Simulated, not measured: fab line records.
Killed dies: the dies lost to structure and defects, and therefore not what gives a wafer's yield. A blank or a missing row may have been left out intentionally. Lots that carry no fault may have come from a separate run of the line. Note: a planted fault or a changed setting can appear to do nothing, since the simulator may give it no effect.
fab line records	flow n5Finfet
record lots=6	wafers=18	lastDay=17
route steps=1938 shown BEOL_M2@888 PASSIVATION@1936
lots that met no fault: taken from a fault-free run of the same line
startH: hours from the record's first day to the start of the lot's first wafer shown	waitH: time in hours since the lot's previous step	" same as the row above	L1.1+2: a row that stands for several wafers	- no value present, or no start provided	* or withheld: withheld	< > ~ a bound
route shown NAME@n: NAME is a module with steps in the file, n the number in the route of the first one	usual: the fault-free wafers' mean and standard deviation	same: alike in all rows	chamber/n: place in a boat	sites: each site's reading	_std_site: standard deviation of those values	_edge_site: mean of outer sites minus mean of inner sites	radiusMm: for every site, how far away it sits from the centre of the wafer	mask NAME#n: copy n	behind: the tool/chamber that last shaped the wafer	hold: why the lot was held/for how many hours/how that ended	device: the transistor (n, p or np) that didn't switch	end of line: the route-end tests of the same wafers	step lacking rows: just its recipe	killed: dies that structure and defects cost at the first sort, which is not the same as the wafer's yield	map: shows each die of a wafer: x if killed, . if not, _ if none is there
set.NAME: setting as actually run; set.NAME@STEP: the setting as run at that earlier step	model.NAME: the simulator's own value behind a step, which no gauge read
lots seen at some steps along the route; tables by step, rows by wafer
services: a tool's chamber out of use, with start hour (startH, from the record's first day; less than 0 if before it), hours out, and reason
## steps
# step N5_BEOL_M2_STRIP_83
# recipe chemistry=C4F6/O2	resist=SiARC	rfFrequencyHz=6e+07
# step N5_BEOL_M2_STRIP_36
# recipe chemistry=N2/H2	powerW=450	tempC=40	pressureMtorr=20	rfFrequencyHz=6e+07	overashFraction=0.3	biasPowerW=7	h2Frac=0.5	n2FlowSccm=200	h2FlowSccm=200
# step N5_BEOL_M2_TRENCH_ETCH_37
# recipe chemistry=C4F6/O2	targetDepthA=555.55	target=SiOC	timeS=29.2	ionEnergyEv=250	pressureMtorr=30	sourceW=355	biasW=185	Ar_flow_sccm=300	C4F6_flow_sccm=10	O2_flow_sccm=10
# step N5_BEOL_M2_ETCH_41
# recipe chemistry=CH3F/O2	target=SiCN	targetDepthA=299	taperDeg=2	timeS=52.5	ionEnergyEv=120	maskMaterial=TiN	pressureMtorr=30	sourceW=395	biasW=75	Ar_flow_sccm=150	CH3F_flow_sccm=30	O2_flow_sccm=20
# step N5_BEOL_M2_STRIP_97
# recipe chemistry=N2/H2	timeS=10	powerW=450	tempC=40	pressureMtorr=20	rfFrequencyHz=6e+07	biasPowerW=7	n2FlowSccm=200	h2FlowSccm=200
# step N5_BEOL_M2_OCD_MEAS_38
# usual trenchDepthNm=55.2/0.88
lot.wafer	tool	chamber	startH	waitH	trenchDepthNm
L123.2	ocd-02	-	135.72	-	56.4
L123.4	"	-	"	"	55.1
L123.6	"	-	"	"	55.8
L124.1	ocd-01	-	149.86	-	54.2
L124.3	"	-	"	"	54.7
L124.5	"	-	"	"	54.4
L125.2	ocd-02	-	149.90	-	55.8
L125.3	"	-	"	"	55.9
L125.5	"	-	"	"	55.0
L134.1	ocd-02	-	216.34	-	56.1
L134.3	"	-	"	"	57.4
L134.4	"	-	"	"	54.8
L135.2	ocd-02	-	226.56	-	55.6
L135.4	"	-	"	"	56.8
L135.6	"	-	"	"	56.1
L142.1	ocd-01	-	257.86	-	54.9
L142.5	"	-	"	"	55.5
L142.6	"	-	"	"	55.9
# step N5_BEOL_M2_HM_STRIP_39
# recipe chemistry=peroxideTinStrip	material=TiN	targetDepthA=250	tempC=50	timeS=158
# step N5_BEOL_M2_SRD_40
# recipe timeS=30	tempC=23	rinseLiquid=diw	dry=ipaMarangoni
# step N5_BEOL_M2_PRECLEAN_42
# recipe chemistry=residueRemover	timeS=60	tempC=40
# step N5_BEOL_M2_SRD_43
# recipe timeS=30	tempC=23	rinseLiquid=diw	dry=ipaMarangoni
# step N5_BEOL_M2_CD_MEAS_35
# recipe targetCdNm=18	targetCdYNm=22.2	polarity=opening
# usual cdNm=17.96/0.29
lot.wafer	tool	chamber	startH	waitH	cdNm
L123.2	cdSem-01	-	135.87	0.0	17.89
L123.4	"	-	"	"	18.11
L123.6	"	-	"	"	17.86
L124.1	cdSem-03	-	150.01	0.0	18.30
L124.3	"	-	"	"	18.19
L124.5	"	-	"	"	17.79
L125.2	cdSem-03	-	150.05	0.0	17.85
L125.3	"	-	"	"	17.85
L125.5	"	-	"	"	18.18
L134.1	cdSem-02	-	216.50	0.0	18.01
L134.3	"	-	"	"	17.73
L134.4	"	-	"	"	18.13
L135.2	cdSem-03	-	226.72	0.0	18.20
L135.4	"	-	"	"	18.07
L135.6	"	-	"	"	18.14
L142.1	cdSem-03	-	258.01	0.0	17.42
L142.5	"	-	"	"	17.89
L142.6	"	-	"	"	17.58
# step N5_BEOL_M2_DEGAS_44
# recipe ambient=vacuum	tempC=250	timeS=60
# usual heaterPowerW=328/33
lot.wafer	tool	chamber	startH	waitH	heaterPowerW
L123.2	pvdSputter-03	-	136.29	0.4	313
L123.4	"	-	"	"	293
L123.6	"	-	"	"	324
L124.1	pvdSputter-01	-	150.10	0.1	366
L124.3	"	-	"	"	308
L124.5	"	-	"	"	332
L125.2	pvdSputter-01	-	150.18	0.1	317
L125.3	"	-	"	"	381
L125.5	"	-	"	"	383
L134.1	pvdSputter-03	-	216.85	0.4	305
L134.3	"	-	"	"	292
L134.4	"	-	"	"	329
L135.2	pvdSputter-03	-	226.83	0.1	319
L135.4	"	-	"	"	294
L135.6	"	-	"	"	326
L142.1	pvdSputter-01	-	258.50	0.5	314
L142.5	"	-	"	"	378
L142.6	"	-	"	"	373
# step N5_BEOL_M2_PRE_CLEAN_45
# recipe gas=H2/He	timeS=30	tempC=250
# usual heaterPowerW=329/34
lot.wafer	tool	chamber	startH	waitH	heaterPowerW
L123.2	pvdSputter-03	-	136.33	0.0	321
L123.4	"	-	"	"	298
L123.6	"	-	"	"	321
L124.1	pvdSputter-01	-	150.14	0.0	392
L124.3	"	-	"	"	320
L124.5	"	-	"	"	323
L125.2	pvdSputter-01	-	150.22	0.0	318
L125.3	"	-	"	"	376
L125.5	"	-	"	"	387
L134.1	pvdSputter-03	-	216.89	0.0	304
L134.3	"	-	"	"	291
L134.4	"	-	"	"	316
L135.2	pvdSputter-03	-	226.87	0.0	323
L135.4	"	-	"	"	289
L135.6	"	-	"	"	318
L142.1	pvdSputter-01	-	258.54	0.0	316
L142.5	"	-	"	"	378
L142.6	"	-	"	"	373
# step N5_BEOL_M2_ALD_84
# recipe material=TaN	targetThkA=*	tempC=275	aldPrecursorFamily=PDMAT	aldCoReactant=NH3	pressureTorr=3	carrierFlowSccm=1500	pulseTimeS=2	purgeTimeS=3	coReactantPurgeTimeS=2	coReactantPulseTimeS=3	aldCycles=30	precursorVesselTempC=75	precursorVesselPressureTorr=26.25	precursorVesselCarrierSccm=1000
# step N5_BEOL_M2_SURFACE_TREAT_85
# recipe gas=Ar	timeS=*	ionEnergyEv=*	ionCurrentMaCm2=0.5	pressureMtorr=*	arFlowSccm=30
# step N5_BEOL_M2_CVD_47
# recipe material=Co	targetThkA=30	tempC=withheld	precursor=CCTBA/H2	pressureTorr=30	timeS=223.8
# step N5_BEOL_M2_SPUTTER_48
# recipe material=Cu	targetThkA=45	tempC=-20	chamberPressurePa=0.07	powerW=withheld	timeS=8.29
# step N5_BEOL_M2_ANNEAL_49
# recipe tempC=400	timeS=240	ambient=vacuum
# step N5_BEOL_M2_SPUTTER_79
# recipe material=Cu	targetThkA=45	tempC=-20	chamberPressurePa=0.07	powerW=withheld	timeS=8.29
# step N5_BEOL_M2_ANNEAL_80
# recipe tempC=400	timeS=240	ambient=vacuum
# step N5_BEOL_M2_SPUTTER_81
# recipe material=Cu	targetThkA=45	tempC=-20	chamberPressurePa=0.07	powerW=withheld	timeS=8.29
# step N5_BEOL_M2_ANNEAL_82
# recipe tempC=400	timeS=240	ambient=vacuum
# step N5_BEOL_M2_SPUTTER_86
# recipe material=Cu	targetThkA=45	tempC=-20	chamberPressurePa=0.07	powerW=withheld	timeS=8.29
# step N5_BEOL_M2_ANNEAL_87
# recipe tempC=400	timeS=240	ambient=vacuum
# usual heaterPowerW=829/87
lot.wafer	tool	chamber	startH	waitH	heaterPowerW
L123.2	pvdSputter-02	-	137.95	0.0	821
L123.4	"	-	"	"	995
L123.6	"	-	"	"	995
L124.1	pvdSputter-02	-	151.49	0.0	766
L124.3	"	-	"	"	839
L124.5	"	-	"	"	976
L125.2	pvdSputter-03	-	152.97	0.0	733
L125.3	"	-	"	"	798
L125.5	"	-	"	"	792
L134.1	pvdSputter-03	-	219.51	0.0	777
L134.3	"	-	"	"	745
L134.4	"	-	"	"	714
L135.2	pvdSputter-03	-	228.24	0.0	722
L135.4	"	-	"	"	807
L135.6	"	-	"	"	802
L142.1	pvdSputter-01	-	259.96	0.0	955
L142.5	"	-	"	"	925
L142.6	"	-	"	"	779
# step N5_BEOL_M2_SPUTTER_88
# recipe material=Cu	targetThkA=45	tempC=-20	chamberPressurePa=0.07	powerW=withheld	timeS=8.29
# step N5_BEOL_M2_ANNEAL_89
# recipe tempC=400	timeS=240	ambient=vacuum
# step N5_BEOL_M2_SPUTTER_90
# recipe material=Cu	targetThkA=45	tempC=-20	chamberPressurePa=0.07	powerW=withheld	timeS=8.29
# step N5_BEOL_M2_ANNEAL_91
# recipe tempC=400	timeS=240	ambient=vacuum
# usual heaterPowerW=830/88
lot.wafer	tool	chamber	startH	waitH	heaterPowerW
L123.2	pvdSputter-02	-	138.39	0.0	816
L123.4	"	-	"	"	984
L123.6	"	-	"	"	983
L124.1	pvdSputter-02	-	151.93	0.0	766
L124.3	"	-	"	"	824
L124.5	"	-	"	"	977
L125.2	pvdSputter-03	-	153.41	0.0	759
L125.3	"	-	"	"	795
L125.5	"	-	"	"	794
L134.1	pvdSputter-03	-	219.95	0.0	761
L134.3	"	-	"	"	755
L134.4	"	-	"	"	724
L135.2	pvdSputter-03	-	228.68	0.0	720
L135.4	"	-	"	"	817
L135.6	"	-	"	"	794
L142.1	pvdSputter-01	-	260.40	0.0	941
L142.5	"	-	"	"	935
L142.6	"	-	"	"	782
# step N5_BEOL_M2_SPUTTER_92
# recipe material=Cu	targetThkA=45	tempC=-20	chamberPressurePa=0.07	powerW=withheld	timeS=8.29
# step N5_BEOL_M2_ANNEAL_93
# recipe tempC=400	timeS=240	ambient=vacuum
# usual heaterPowerW=825/88
lot.wafer	tool	chamber	startH	waitH	heaterPowerW
L123.2	pvdSputter-02	-	138.61	0.0	798
L123.4	"	-	"	"	963
L123.6	"	-	"	"	984
L124.1	pvdSputter-02	-	152.15	0.0	753
L124.3	"	-	"	"	821
L124.5	"	-	"	"	971
L125.2	pvdSputter-03	-	153.63	0.0	754
L125.3	"	-	"	"	764
L125.5	"	-	"	"	779
L134.1	pvdSputter-03	-	220.17	0.0	802
L134.3	"	-	"	"	765
L134.4	"	-	"	"	742
L135.2	pvdSputter-03	-	228.90	0.0	719
L135.4	"	-	"	"	816
L135.6	"	-	"	"	804
L142.1	pvdSputter-01	-	260.62	0.0	948
L142.5	"	-	"	"	954
L142.6	"	-	"	"	784
# step N5_BEOL_M2_SPUTTER_94
# recipe material=Cu	targetThkA=45	tempC=-20	chamberPressurePa=0.07	powerW=withheld	timeS=8.29
# step N5_BEOL_M2_ANNEAL_95
# recipe tempC=400	timeS=240	ambient=vacuum
# step N5_BEOL_M2_SPUTTER_96
# recipe material=Cu	targetThkA=45	tempC=-20	chamberPressurePa=0.07	powerW=withheld	timeS=8.29
# step N5_BEOL_M2_ECD_50
# recipe material=Cu	targetThkA=3000
# step N5_BEOL_M2_ANNEAL_51
# recipe tempC=225	timeS=90	ambient=N2
# step N5_BEOL_M2_CMP_52
# recipe stopOn=SiOC	tOverpolishS=6.8	downForcePsi=1	platenRpm=50	clearingPlatenDownForcePsi=1.5	clearingPlatenRpm=50	postCmpClean=cuAlkaline	targetThkNm=40	clearingPlatenPadVelocityMS=0.99484	padVelocityMS=0.99484
# step N5_BEOL_M2_THK_MEAS_53
# recipe thkMeasGauge=xrf	reads=Cu_of_BEOL_M2_ECD_50
# usual M2_THK=40.4/1.5
lot.wafer	tool	chamber	startH	waitH	M2_THK[nm]
L123.2	filmMetro-02	-	139.76	-	41.9
L123.4	"	-	"	"	39.7
L123.6	"	-	"	"	39.9
L124.1	filmMetro-01	-	153.30	-	40.4
L124.3	"	-	"	"	40.5
L124.5	"	-	"	"	39.8
L125.2	filmMetro-01	-	154.78	-	43.5
L125.3	"	-	"	"	43.4
L125.5	"	-	"	"	42.6
L134.1	filmMetro-01	-	221.32	-	40.8
L134.3	"	-	"	"	43.1
L134.4	"	-	"	"	40.1
L135.2	filmMetro-01	-	230.51	-	40.0
L135.4	"	-	"	"	41.0
L135.6	"	-	"	"	40.4
L142.1	filmMetro-01	-	262.05	-	42.0
L142.5	"	-	"	"	41.1
L142.6	"	-	"	"	40.8
# step N5_BEOL_M2_PRE_CLEAN_60
# recipe gas=NH3/H2	timeS=15	tempC=*	rfPowerW=300
# step N5_BEOL_M2_CO_CAP_55
# recipe material=Co	targetThkA=20	tempC=200	precursor=CCTBA/H2	pressureTorr=30	timeS=102.1
# usual heaterPowerW=236/32
lot.wafer	tool	chamber	startH	waitH	heaterPowerW
L123.2	cvdCo-02	0	139.83	0.0	256
L123.4	"	2	"	"	192
L123.6	"	1	"	"	219
L124.1	cvdCo-02	2	153.37	0.0	193
L124.3	"	1	"	"	221
L124.5	"	1	"	"	219
L125.2	cvdCo-01	1	154.85	0.0	266
L125.3	"	2	"	"	277
L125.5	"	1	"	"	265
L134.1	cvdCo-01	1	221.40	0.0	269
L134.3	"	0	"	"	197
L134.4	"	1	"	"	261
L135.2	cvdCo-02	1	230.58	0.0	220
L135.4	"	2	"	"	197
L135.6	"	0	"	"	262
L142.1	cvdCo-02	0	262.13	0.0	261
L142.5	"	0	"	"	263
L142.6	"	2	"	"	196
# step N5_BEOL_M2_PRE_CLEAN_56
# recipe gas=NH3	timeS=15	tempC=withheld	rfPowerW=300
# step N5_BEOL_M2_DEP_57
# recipe material=SiCN	targetThkA=80	tempC=withheld	precursor=3MS/NH3	pressureTorr=3	rfW=202	timeS=14
# step N5_BEOL_M2_RS_MEAS_58
# recipe thkMeasGauge=four-point-probe	reads=Co_of_BEOL_M2_CO_CAP_55+Cu_of_BEOL_M2_ECD_50+Co_of_BEOL_M2_CVD_47+TaN_of_BEOL_M2_ALD_84
# usual M2_RS=0.67/0.031
lot.wafer	tool	chamber	startH	waitH	M2_RS[ohm/sq]
L123.2	filmMetro-02	-	140.02	0.1	0.64
L123.4	"	-	"	"	0.68
L123.6	"	-	"	"	0.68
L124.1	filmMetro-02	-	153.56	0.1	0.66
L124.3	"	-	"	"	0.66
L124.5	"	-	"	"	0.68
L125.2	filmMetro-01	-	155.04	0.1	0.61
L125.3	"	-	"	"	0.62
L125.5	"	-	"	"	0.63
L134.1	filmMetro-02	-	221.58	0.0	0.66
L134.3	"	-	"	"	0.61
L134.4	"	-	"	"	0.67
L135.2	filmMetro-01	-	230.77	0.1	0.67
L135.4	"	-	"	"	0.66
L135.6	"	-	"	"	0.67
L142.1	filmMetro-01	-	262.31	0.0	0.64
L142.5	"	-	"	"	0.65
L142.6	"	-	"	"	0.66
# step N5_PASSIVATION_PROBE_49
# usual defectLimitedYield=91.4/1.5	killed_at_M0_to_M3=35/12	killed_at_M4_up=13/5.8	killedAtContacts=12/5.5	killedAtFrontEnd=36/9.9	killedAtOther=4/3.7	killedDies=101/18	killedOpen=66/13	killedShort=33/8	sort_bin_5_function=5.0/1	sort_bin_6_memory=3.2/0.67	sortNPass=1079/18	sortYieldPct=91.4/1.5
# same grossDies=1180	killedAtBackSide=0	sort_bin_4_leakage[%]=0	sort_bin_8_speed[%]=0
lot.wafer	tool	chamber	startH	waitH	defectLimitedYield[%]	killed_at_M0_to_M3	killed_at_M4_up	killedAtContacts	killedAtFrontEnd	killedAtOther	killedDies	killedOpen	killedShort	sort_bin_5_function[%]	sort_bin_6_memory[%]	sortNPass	sortYieldPct[%]
L134.1	prober-02	-	365.02	0.0	80.6	172	8	13	33	3	229	45	25	10.8	4.1	951	80.6
L134.3	prober-02	-	365.12	0.1	78.2	194	8	14	32	9	257	63	27	13.6	4.4	923	78.2
L134.4	prober-02	-	365.17	0.2	78.9	181	11	12	35	10	249	57	33	11.4	4.7	931	78.9
L135.2	prober-01	-	368.89	0.1	87.9	86	10	3	41	3	143	47	29	6.2	3.5	1037	87.9
L135.4	prober-01	-	368.99	0.2	80.4	192	9	3	26	1	231	50	20	11.2	3.9	949	80.4
L135.6	prober-01	-	369.09	0.3	81.5	170	7	5	32	4	218	43	24	11.4	2.8	962	81.5
# killed by level:class
L134.1 BEOL_M2:unspecified=157 MOL_CONTACT_COAG:geometricParticle:open=10 BEOL_M0_SAQP:geometricParticle:short=7 GATE_CUT:geometricParticle:open=6 BEOL_M0_SAQP:geometricParticle:open=6 FIN_SAQP:geometricParticle:short=5 FIN_SAQP:geometricParticle:open=5 STI_FIN_REVEAL:geometricParticle:open=3
L134.3 BEOL_M2:unspecified=165 MOL_CONTACT_COAG:geometricParticle:open=13 BEOL_M0_SAQP:geometricParticle:short=12 FIN_SAQP:geometricParticle:open=9 BEOL_M1:geometricParticle:open=7 BEOL_M4:geometricParticle:open=5 STARTING-WAFER:geometricParticle:open=4 BEOL_M0_SAQP:geometricParticle:open=4
L134.4 BEOL_M2:unspecified=157 MOL_CONTACT_COAG:geometricParticle:open=10 BEOL_M0_SAQP:geometricParticle:short=9 STI_FIN_REVEAL:geometricParticle:open=7 BEOL_M4:geometricParticle:open=6 BEOL_M0:geometricParticle:open=5 STI_FIN_REVEAL:geometricParticle:short=4 BEOL_M0_SAQP:geometricParticle:open=4
L135.2 BEOL_M2:unspecified=64 FIN_SAQP:geometricParticle:open=7 BEOL_M3:geometricParticle:open=7 SPACER0:geometricParticle:open=6 GATE_CUT:geometricParticle:short=6 BEOL_M1:geometricParticle:open=6 DUMMY_GATE:geometricParticle:short=4 SPACER0:geometricParticle:short=4
L135.4 BEOL_M2:unspecified=160 STI_FIN_REVEAL:geometricParticle:open=8 BEOL_M0_SAQP:geometricParticle:short=8 BEOL_M0_SAQP:geometricParticle:open=7 DUMMY_GATE:geometricParticle:open=7 BEOL_M2:geometricParticle:open=5 BEOL_M3:geometricParticle:open=5 BEOL_M5:geometricParticle:open=4
L135.6 BEOL_M2:unspecified=149 DUMMY_GATE:geometricParticle:open=7 BEOL_M3:geometricParticle:open=7 FIN_SAQP:geometricParticle:short=5 MOL_CONTACT_COAG:geometricParticle:open=4 BEOL_M0_SAQP:geometricParticle:open=3 SPACER0:geometricParticle:open=3 BEOL_M0_SAQP:geometricParticle:short=3
# map L134.3 (x killed, . not)
_________________............________________
______________.................._____________
___________..........x..x..........__________
__________.........................._________
________x.x.x..x.....x..x........x...._______
_______........................x.x.....______
______.........x....xx..........x......x_____
_____....................................____
____x...................x.x.x.xx..........___
___..................xxxx.....x..x.........__
___................xxxxxxx.xx.x.....xx..xx.__
__.x...x........x..xxxxxxxxxx.x............._
__.x....xx.....x..xxxxxxxxxxx..x............_
_x.......x.....xxxxxxxxxxxxxxxxx..x..........
_...............xxxxxxxxxxxxxxx.x............
_....x.x..x...x..xxxxxxxxxxxxxxxx............
_...............xxxxxxxxxxxxxxxx............x
_.....x....x...x..xxxxxxxxxxxxxxx....x.x.....
_..............x.xxxxxxxxxxxxx.x....x.....x..
_............x...x.xxxxxxxxxxx...............
_.......x...x.....xxx.xxxxx.x.xx.........x..x
__...x..xx...x........x.xx.x..x............x_
__..........x..........x..xxx..............._
___.................x..x.x..x..............__
___......x..x..................x........x..__
____.x.........x.x...x....................___
_____x......x......x.x.........x.......x.____
______................x......x.........._____
_______x...............................______
________..x........................x.._______
__________...........x...........x.._________
___________....x...x...x...........__________
______________.....xx..........._____________
_________________........x..x________________
# map L135.4 (x killed, . not)
_________________..x.....x...________________
______________.................._____________
___________...................x...x__________
__________........x................._________
________.............x................_______
_______.....x......................x...______
______...x....................x........._____
_____......x......x...x.x...............x____
____......................................___
___.............x...x..xx.xx.x.............__
___...............x.xxxxxxxx...............__
__..x........x....x.xxxxxxxxxx....x........._
__..........x....xxxxxxxxxxxxxxx..........x._
_...x.........x..xxxxxxxxxxxxxx..x...........
_................xxxxxxxxxxxxxxxx....x.......
_..x............xxxxxxxxxxxxxxxx.x...........
_......x.....xx..xxxxxxxxxxxxxxx.............
_...x...x.....x..xxxxxxxxxxxxx.x.............
_..............xxxxxxxxxxxxxxxxx.............
_...............xxx.xxxxxxxxxxx.x............
_.x............x.x.xx.xxxxx.x.x...........x.x
__..x............xx....xx.xx................_
__..............x.....x......x..........xx.._
___...............x....x.....x...........x.__
___........x..x....xx......................__
____...x..........x..xx.x.................___
_____.............x.........x............____
______.............x...................._____
_______................................______
________...x........x................._______
__________....x....................._________
___________....x.........x.........__________
______________..............x..._____________
_________________....x....x..________________
## services
tool	chamber	startH	hours	kind
cvdCo-02	1	114.67	-	clean
cvdCo-02	1	114.67	22.0	scheduledDown
cvdCo-02	1	114.67	22.0	ventCycle
pvdSputter-01	-	115.70	5.3	repair
cvdCo-01	-	167.86	6.9	pm
cvdCo-02	-	210.13	0.5	repair
## key
firstSign step=N5_PASSIVATION_PROBE_49	reading=killed_at_M0_to_M3	direction=up	sigmas=11	usual=35	struck=166
effect step=N5_PASSIVATION_PROBE_49	reading=killedDies	direction=up	sigmas=6.7	usual=101	struck=221
moreKillsBornAt N5_BEOL_M2_PRE_CLEAN_45@pvdSputter-03=852
metAt N5_BEOL_M2_PRE_CLEAN_45
struckWafers L134.1,L134.3,L134.4,L135.2,L135.4,L135.6
onsetBetween 136.33 216.89
alsoFits N5_BEOL_M2_DEGAS_44:pvdSputter-03,N5_BEOL_M2_ANNEAL_87:pvdSputter-03,N5_BEOL_M2_ANNEAL_91:pvdSputter-03,N5_BEOL_M2_ANNEAL_93:pvdSputter-03
fault kind=chamberParticleSource	tool=pvdSputter-03	chamber=-	onsetH=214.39	steps=N5_BEOL_M2_PRE_CLEAN_45	ratePerVisitCm2=2.1945	endH=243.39
